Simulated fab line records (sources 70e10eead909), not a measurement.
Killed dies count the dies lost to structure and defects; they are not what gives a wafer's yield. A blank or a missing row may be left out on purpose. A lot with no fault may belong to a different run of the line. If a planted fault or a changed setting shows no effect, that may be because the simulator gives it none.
Problem report, 8D (eight disciplines) form, completed by code / flow nand-harc / the parts of the form that need people (team, actions taken, sign-off) are left out

== 1. THE PROBLEM ==
killed-at-array at NHARC_END_SORT_01 reads a mean of 673 on 6 wafers of 2 lots; wafers without a fault read 59 with a standard deviation of 19. That is +32 standard deviations from the usual mean.
Seen first at day 26 05:54 on prober-02, wafer L465.1. The record has a number at this step for 30 wafers belonging to 10 lots. Rule for "out", or "out of limits": more than 4 standard deviations from the usual mean. Any other wafer with a number is counted as sound.

== 2. WHAT IT IS AND WHAT IT IS NOT ==
question=which readings at this step | is=killed-at-array, killed-dies | is not=killed-at-other, killed-short
question=which lots | is=L464, L465 | is not=L461, L462, L473, L474, L476, L477, L480, L481
question=which wafers of those lots | is=all that have a number | is not=-
question=read on which gauges | is=prober-01, prober-02 | is not=-
question=when | is=from day 26 05:54 | is not=up to then (6 sound wafers); but 18 sound wafers of L473, L474, L476, L477, L480, L481 came after

== 3. SUSPECTS, AND WHAT RULES EACH OUT ==
Counting: a tool at any process step up to the reading remains a suspect when it ran all the lots that are out and ran no sound lot after the first of those.
- the gauge at NHARC_END_SORT_01 is ruled out. The wafers that are out were read on 2 gauges (prober-01, prober-02).
- acl-dep-03 at NHARC_A_CONTACT_DEP_28 (deposits aC, target thk 7000 nm): ruled out as a lasting fault. Sound lots L474, L481 ran on it after its first lot that is out, L465 (day 23 06:57).
Left after counting: nothing in the record.

== 4. THE CAUSE (what the simulator had put in) ==
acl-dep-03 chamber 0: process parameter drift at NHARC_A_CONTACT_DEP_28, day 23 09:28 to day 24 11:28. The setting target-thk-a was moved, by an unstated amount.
The count ruled it out by mistake, since the rule takes a fault to strike every lot its tool runs from the start of the fault on, and this one did not do so.

== 5. THE EFFECT CHAIN, in route order ==
Each row: a reading whose mean over the struck wafers that have a number lies more than 3 standard deviations from the usual. Only readings whose record carries a usual standard deviation are examined. hours: median over the lots of the time between each lot's start at the first step of this table that gives one and its start at this step. sigmas: the change, counted in usual standard deviations.
hours=0; step=NHARC_END_SORT_01; reading=killed-at-array; usual=59; on struck wafers=673; change=+614; sigmas=+32
hours=0; step=NHARC_END_SORT_01; reading=killed-dies; usual=64; on struck wafers=677; change=+613; sigmas=+32

== 6. HOW IT WOULD HAVE BEEN CAUGHT EARLIER ==
Counted from the fault's start at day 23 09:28, it took 68 hours until the first out-of-limits reading at a measuring or inspecting step in this record, taken at day 26 05:54.
Tool readings at NHARC_A_CONTACT_DEP_28 with a usual standard deviation given in the record: none out on any struck wafer, hence no alarm at a limit of 4 standard deviations on them.
